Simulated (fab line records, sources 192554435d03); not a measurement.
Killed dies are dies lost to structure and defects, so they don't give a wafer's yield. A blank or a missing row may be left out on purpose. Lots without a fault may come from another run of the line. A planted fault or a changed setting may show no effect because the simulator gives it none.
A struck lot beside a sound one | flow n5_finfet | 14 steps out of a route of 1938
Sound: wafers L966.1, L966.2, L966.6. Struck: wafer L961.1. (L961.3, L961.4 of the same lot were not struck and are left out.) The cause comes at the end.
At each step with rows: each side's tool, then ch and its chambers, then its first start. Under that, the readings that differ: sound wafers | struck wafers | difference of the means | sigmas: that difference in standard deviations of wafers without a fault.
alike: readings whose means differ by less than 2 such deviations, and words and numbers that are the same on both sides. not compared: withheld readings, readings that some wafer has no value for, bounds like >300 that may hide the same value, and numbers for which the record gives no deviation and whose values overlap.
The two part at a step that has a row with sigmas, a row that says differs or no value, or rows on one side only. Numbers that don't overlap but have no deviation are shown without sigmas and don't part them. A reading that every wafer of one side lacks parts them only if that side has two wafers or more.

first, 6 steps without rows for these wafers: N5_MIM_BOT_LITHO_EBR_04; N5_MIM_BOT_LITHO_SOFTBAKE_03 (time 90 s); N5_MIM_BOT_LITHO_EXPOSE_05 (exposes mask MIM BOT); N5_MIM_BOT_LITHO_PEB_06; N5_MIM_BOT_LITHO_DEVELOP_07 (develop time 60 s); N5_MIM_BOT_LITHO_HARDBAKE_09 (time 120 s).
N5_MIM_BOT_LITHO_CD_MEAS_08: target cd 3000 nm.
  sound on cd_sem-01 ch 0, day 15 00:32; struck on cd_sem-01 ch 0, day 14 02:25
  alike: cd_nm
N5_MIM_BOT_LITHO_OVL_MEAS_11:
  sound on overlay-02 ch 0, day 15 00:34; struck on overlay-02 ch 0, day 14 02:27
  alike: MIM_BOT_OVL
N5_MIM_BOT_LITHO_INSPECT_12: inspects for defects (macro).
  sound on defect_inspect-01, day 15 00:36; struck on defect_inspect-01, day 14 02:28
  alike: raw_defect_count
N5_MIM_BOT_LITHO_DESCUM_10: chemistry O2, time 7.9 s.
  sound on rie_diel-05 ch 0,1,3, day 15 01:01; struck on rie_diel-02 ch 2, day 14 02:31
  alike: drypump_motor_current_A, o2_flow_sccm, oes_product_au, rf_vpp_V, showerhead_plenum_p_Torr, throttle_valve_pct
  not compared: rf_hours_counter_h
N5_MIM_BOT_ETCH_ETCH_04: etches SiNx in CF4/O2, target depth 26 nm, time 13 s.
  sound on rie_diel-05 ch 0,1,3, day 15 01:05; struck on rie_diel-02 ch 2, day 14 02:34
  alike: O2_flow_sccm, cf4_flow_sccm, drypump_motor_current_A, mfc_ar_sccm, oes_ar_750_au, oes_product_au, rf_vpp_V, showerhead_plenum_p_Torr, throttle_valve_pct
  not compared: rf_hours_counter_h
N5_MIM_BOT_ETCH_ETCH_03: etches the open film in Cl2/BCl3, target depth 12 nm.
  sound on rie_metal-02 ch 0,1, day 15 01:10; struck on rie_metal-01 ch 0, day 14 02:40
  reading                | sound             | struck | difference | sigmas
  throttle_valve_pct (%) | 27.60 27.68 27.66 | 27.10  | -0.55      | -2
  alike: bcl3_flow_sccm, drypump_motor_current_A, oes_product_au
  not compared: rf_hours_counter_h
N5_MIM_BOT_ETCH_ETCH_00: etches TiN in Cl2/BCl3, target depth 45.5 nm.
  sound on rie_metal-02 ch 0,1, day 15 01:16; struck on rie_metal-01 ch 0, day 14 02:45
  reading                              | sound             | struck | difference | sigmas
  throttle_valve_pct (%)               | 21.82 22.00 21.99 | 21.03  | -0.91      | -4
  model.etch.depth_nm (nm)             | 47.31 46.06 45.96 | 68.34  | +21.90     |
  model.MIM_BOT_ETCH.cd_offset_nm (nm) | -0.6 -0.4 0.2     | -1     | -1         |
  alike: bcl3_flow_sccm, drypump_motor_current_A, mfc_ar_sccm, oes_ar_750_au, oes_product_au
  not compared: rf_hours_counter_h, model.coat_of_MIM_BOT_LITHO_COAT_02.thk_nm
N5_MIM_BOT_ETCH_STRIP_01: strips in O2.
  sound on rie_diel-01 ch 0,2,3, day 15 01:53; struck on rie_diel-05 ch 0, day 14 02:57
  reading               | sound             | struck | difference | sigmas
  o2_flow_sccm (sccm)   | 225.7 225.7 225.6 | 224.2  | -1.5       | -2
  oes_product_au (a.u.) | 0.77 0.67 0.68    | 0.90   | +0.19      | +2
  rf_vpp_V (V)          | 3.1 2.7 2.6       | 5.5    | +2.7       | +2
  alike: drypump_motor_current_A, showerhead_plenum_p_Torr, throttle_valve_pct
  not compared: rf_hours_counter_h

WHERE THEY PART
First at N5_MIM_BOT_ETCH_ETCH_03; last, within this record, at N5_MIM_BOT_ETCH_STRIP_01.

WHY: what the simulator had put in
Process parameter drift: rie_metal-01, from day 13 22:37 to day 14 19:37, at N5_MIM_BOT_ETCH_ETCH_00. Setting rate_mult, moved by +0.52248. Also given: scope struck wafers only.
